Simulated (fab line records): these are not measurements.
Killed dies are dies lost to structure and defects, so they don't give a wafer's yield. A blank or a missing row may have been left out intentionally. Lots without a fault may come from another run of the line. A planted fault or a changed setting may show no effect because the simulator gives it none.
Check for tools in common	flow nand_harc	Sampled: 2 lots, 6 wafers

## THE REASON FOR OPENING IT
At NHARC_END_SORT_01 the reading killed_dies is flagged on 2 of 2 lots. Fault-free wafers read 31, with a standard deviation of 10.
Rule: a lot is flagged in two cases, either no wafer of it has a number, or all its wafers with numbers fall more than 4 standard deviations from that mean. The rest of the lots are taken to be sound.

lot	measured	on	killed_dies, wafer by wafer	flag
L694	day 23 17:34	prober-01	119 86 108	FLAGGED
L695	day 24 09:18	prober-01	85 72 79	FLAGGED
On average the flagged lots' numbers are 92, which is +60 against the usual, or +6 standard deviations.

## WHICH TOOL EACH LOT WENT THROUGH
The record holds 3 process steps before the reading, out of a route of 1159 steps. Read each cell as the tool, then ch plus the chambers that the sampled wafers visited, then the start.
lot	flag	NHARC_A_CONTACT_ETCH_137	NHARC_A_BONDPAD_ETCH_34	NHARC_THIN_TSV_DEP_47
L694	FLAGGED	har_cap_etch-01 ch 0,1, day 21 13:01	rie_diel-03 ch 0,2, day 22 12:04	pecvd-03 ch 0,1, day 23 05:23
L695	FLAGGED	har_cap_etch-01 ch 0,1, day 21 20:11	rie_diel-06 ch 1,2,3, day 22 16:32	pecvd-01 ch 0,1, day 23 14:09
These steps, and what they do:
- NHARC_A_CONTACT_ETCH_137: etches the open film in C4F8/O2/Ar, time 132 s, target depth 1287 nm.
- NHARC_A_BONDPAD_ETCH_34: etches the open film in N2/H2, target depth 60 nm, overetch 18 nm, time 65.91 s.
- NHARC_THIN_TSV_DEP_47: deposits SiO2, target thk 200 nm.
- NHARC_END_SORT_01

## FLAGGED AGAINST TOTAL, ONE TOOL AT A TIME (gauges that did the reading follow at the end)
step	tool	lots run	flagged	share of the flagged lots	sound lots run after its first flagged lot
NHARC_A_CONTACT_ETCH_137	har_cap_etch-01	2	2	all	0
NHARC_A_BONDPAD_ETCH_34	rie_diel-03	1	1	some	0
NHARC_A_BONDPAD_ETCH_34	rie_diel-06	1	1	some	0
NHARC_THIN_TSV_DEP_47	pecvd-01	1	1	some	0
NHARC_THIN_TSV_DEP_47	pecvd-03	1	1	some	0
NHARC_END_SORT_01	prober-01	2	2	all	0

## WHAT THE TABLE ALLOWS
Every flagged lot went through 2 rows of the table: har_cap_etch-01 at NHARC_A_CONTACT_ETCH_137 and prober-01 at NHARC_END_SORT_01.
- har_cap_etch-01 at NHARC_A_CONTACT_ETCH_137: 2 of its 2 lots flagged. Because this sample shows no sound lot run on it before its first flagged lot, the start cannot be pinned down more closely.
- prober-01 at NHARC_END_SORT_01: 2 of its 2 lots flagged. Because this sample shows no sound lot run on it before its first flagged lot, the start cannot be pinned down more closely.
A lot count leaves these 2 tools indistinguishable: every one of them fits a fault beginning at some hour. More lots, or a look at what each step does to the wafer, might.

## WHAT THE SIMULATOR PUT IN
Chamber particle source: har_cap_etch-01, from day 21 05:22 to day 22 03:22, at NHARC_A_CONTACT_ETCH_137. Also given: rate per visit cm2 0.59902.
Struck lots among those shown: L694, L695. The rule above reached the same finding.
